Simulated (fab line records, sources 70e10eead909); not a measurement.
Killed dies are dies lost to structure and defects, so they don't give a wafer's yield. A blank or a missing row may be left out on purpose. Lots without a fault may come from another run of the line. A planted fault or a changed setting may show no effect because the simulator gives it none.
A struck lot beside a sound one | flow nand_harc | 42 steps out of a route of 1159
Sound: wafers L448.4, L448.5, L448.6. Struck: wafers L453.1, L453.5, L453.6. The cause comes at the end.
At each step with rows: each side's tool, then ch and its chambers, then its first start. Under that, the readings that differ: sound wafers | struck wafers | difference of the means | sigmas: that difference in standard deviations of wafers without a fault.
alike: readings whose means differ by less than 2 such deviations, and words and numbers that are the same on both sides. not compared: withheld readings, readings that some wafer has no value for, bounds like >300 that may hide the same value, and numbers for which the record gives no deviation and whose values overlap.
The two part at a step that has a row with sigmas, a row that says differs or no value, or rows on one side only. Numbers that don't overlap but have no deviation are shown without sigmas and don't part them. A reading that every wafer of one side lacks parts them only if that side has two wafers or more.

NHARC_A_CHANNEL_HOLE_D1_INSPECT_12:
  sound on defect_inspect-01, day 8 04:50; struck on defect_inspect-01, day 10 00:31
  alike: raw_defect_count
then, 1 step without rows for these wafers: NHARC_A_CHANNEL_HOLE_D1_DESCUM_15 (chemistry O2, time 3 s).
NHARC_A_CHANNEL_HOLE_D1_ETCH_38: etches the open film in CF4, target depth 39 nm, time 65 s.
  sound on rie_diel-08 ch 0,1,3, day 8 04:59; struck on rie_diel-10 ch 0,1,3, day 10 00:41
  alike: drypump_motor_current_A, oes_product_au, rf_vpp_V, showerhead_plenum_p_Torr, throttle_valve_pct
  not compared: rf_hours_counter_h
NHARC_A_CHANNEL_HOLE_D1_ETCH_39: etches the open film in N2/H2, target depth 260 nm, time 325 s.
  sound on rie_diel-08 ch 0,1,2; struck on rie_diel-10 ch 1,2,3
  alike: drypump_motor_current_A, oes_product_au, rf_vpp_V, showerhead_plenum_p_Torr, throttle_valve_pct
  not compared: rf_hours_counter_h
then, 2 steps without rows for these wafers: NHARC_A_CHANNEL_HOLE_D1_ETCH_34 (etches the open film in CF4/CHF3, target depth 154 nm, time 77 s); NHARC_A_CHANNEL_HOLE_D1_ETCH_16 (etches the open film in O2/COS, target depth 3100 nm, time 806 s).
NHARC_A_CHANNEL_HOLE_D1_CD_MEAS_18:
  sound on cd_sem-01, day 8 06:01; struck on cd_sem-02, day 10 01:41
  alike: cd_nm
then, 2 steps without rows for these wafers: NHARC_A_CHANNEL_HOLE_D1_ETCH_19 (etches the open film in C4F8/O2/Ar, time 34.5 s); NHARC_A_CHANNEL_HOLE_D1_ETCH_20 (etches the open film in C4F8/O2/Ar, time 361.9 s, target depth 1600 nm).
NHARC_A_CHANNEL_HOLE_D1_ETCH_21: etches the open film in C4F8/O2/Ar, time 514.3 s, target depth 1600 nm.
  sound on har_etch-01 ch 0,1, day 8 06:40; struck on har_etch-02 ch 0,1, day 10 02:12
  alike: drypump_motor_current_A, showerhead_plenum_p_Torr, throttle_valve_pct
  not compared: rf_hours_counter_h
then, 1 step without rows for these wafers: NHARC_A_CHANNEL_HOLE_D1_ETCH_22 (etches the open film in C4F8/O2/Ar, time 666.7 s, target depth 1600 nm).
NHARC_A_CHANNEL_HOLE_D1_ETCH_23: etches the open film in C4F8/O2/Ar, time 819 s, target depth 1600 nm.
  sound on har_etch-01 ch 0,1, day 8 07:46; struck on har_etch-02 ch 0,1, day 10 03:13
  alike: drypump_motor_current_A, showerhead_plenum_p_Torr, throttle_valve_pct
  not compared: rf_hours_counter_h
NHARC_A_CHANNEL_HOLE_D1_ETCH_24: etches the open film in C4F8/O2/Ar, time 906.2 s, target depth 1500 nm.
  sound on har_etch-01 ch 0,1, day 8 08:29; struck on har_etch-02 ch 0,1, day 10 03:55
  alike: drypump_motor_current_A, showerhead_plenum_p_Torr, throttle_valve_pct
  not compared: rf_hours_counter_h
then, 10 steps without rows for these wafers: NHARC_A_CHANNEL_HOLE_D1_ETCH_25 (etches the open film in C4F8/O2/Ar, time 1040.2 s, target depth 1500 nm); NHARC_A_CHANNEL_HOLE_D1_ETCH_26 (etches the open film in C4F8/O2/Ar, time 224.1 s, target depth 300 nm); NHARC_A_CHANNEL_HOLE_D1_ETCH_33 (etches the open film in C4F8/O2/Ar, time 90 s, target depth 400 nm); NHARC_A_CHANNEL_HOLE_D1_STRIP_41 (strips in N2/H2); NHARC_A_CHANNEL_HOLE_D1_STRIP_42 (strips in CF4/CHF3); NHARC_A_CHANNEL_HOLE_D1_STRIP_43 (strips in O2/COS); NHARC_A_CHANNEL_HOLE_D1_ETCH_44 (etches the open film in CF4/O2, target depth 140 nm, overetch 14 nm, time 77 s); NHARC_A_CHANNEL_HOLE_D1_STRIP_27 (strips in O2); NHARC_A_CHANNEL_HOLE_D1_PRECLEAN_28 (cleans in SC1); NHARC_A_CHANNEL_HOLE_D1_SRD_29.
NHARC_A_CHANNEL_HOLE_D1_CD_MEAS_30:
  sound on cd_sem-03, day 8 11:38; struck on cd_sem-01, day 10 07:19
  alike: cd_nm
then, 1 step without rows for these wafers: NHARC_A_CHANNEL_HOLE_D1_XSEM_31.
NHARC_A_CHANNEL_HOLE_D1_INSPECT_40:
  sound on defect_inspect-02, day 8 11:48; struck on defect_inspect-02, day 10 07:40
  reading          | sound    | struck      | difference | sigmas
  raw_defect_count | 61 76 68 | 513 564 520 | +464       | +22
  not compared: hold
then, 4 steps without rows for these wafers: NHARC_A_CHANNEL_FILL_D1_SRD_01; NHARC_A_CHANNEL_FILL_D1_ALD_02 (deposits SiO2, target thk 6 nm, pulse time 10 s, ald cycles 60); NHARC_A_CHANNEL_FILL_D1_ALD_03 (deposits SiNx, target thk 6 nm, pulse time 60 s, ald cycles 58); NHARC_A_CHANNEL_FILL_D1_ALD_14 (deposits SiO2, target thk 2.5 nm, pulse time 10 s, ald cycles 25).
NHARC_A_CHANNEL_FILL_D1_ALD_15: deposits SiNx, target thk 2 nm, pulse time 60 s, ald cycles 19.
  sound on ald_sin_batch-02 ch 0; struck on ald_sin_batch-03 ch 0
  alike: precursor_pulse_height_rel
then, 11 steps without rows for these wafers: NHARC_A_CHANNEL_FILL_D1_ALD_16 (deposits SiO2, target thk 1.5 nm, pulse time 10 s, ald cycles 15); NHARC_A_CHANNEL_FILL_D1_ANNEAL_17 (time 1800 s); NHARC_A_CHANNEL_FILL_D1_CVD_18 (deposits poly-Si, target thk 3 nm); NHARC_A_CHANNEL_FILL_D1_ETCHBACK_19 (etches the open film in HBr/Cl2, target depth 5 nm, time 1.7 s); NHARC_A_CHANNEL_FILL_D1_ETCHBACK_20 (etches the open film in C4F8/O2/Ar, target depth 27 nm, time 13.5 s); NHARC_A_CHANNEL_FILL_D1_STRIP_28 (strips in O2, time 20 s); NHARC_A_CHANNEL_FILL_D1_PRECLEAN_21 (cleans in dHF, time 30 s); NHARC_A_CHANNEL_FILL_D1_SRD_23; NHARC_A_CHANNEL_FILL_D1_CVD_05 (deposits poly-Si, target thk 5 nm); NHARC_A_CHANNEL_FILL_D1_ANNEAL_22 (time 7200 s); NHARC_END_SORT_01.

WHERE THEY PART
Only at NHARC_A_CHANNEL_HOLE_D1_INSPECT_40, within this record. Later steps at which nothing parts them and some readings are alike: NHARC_A_CHANNEL_FILL_D1_ALD_15.

WHY: what the simulator had put in
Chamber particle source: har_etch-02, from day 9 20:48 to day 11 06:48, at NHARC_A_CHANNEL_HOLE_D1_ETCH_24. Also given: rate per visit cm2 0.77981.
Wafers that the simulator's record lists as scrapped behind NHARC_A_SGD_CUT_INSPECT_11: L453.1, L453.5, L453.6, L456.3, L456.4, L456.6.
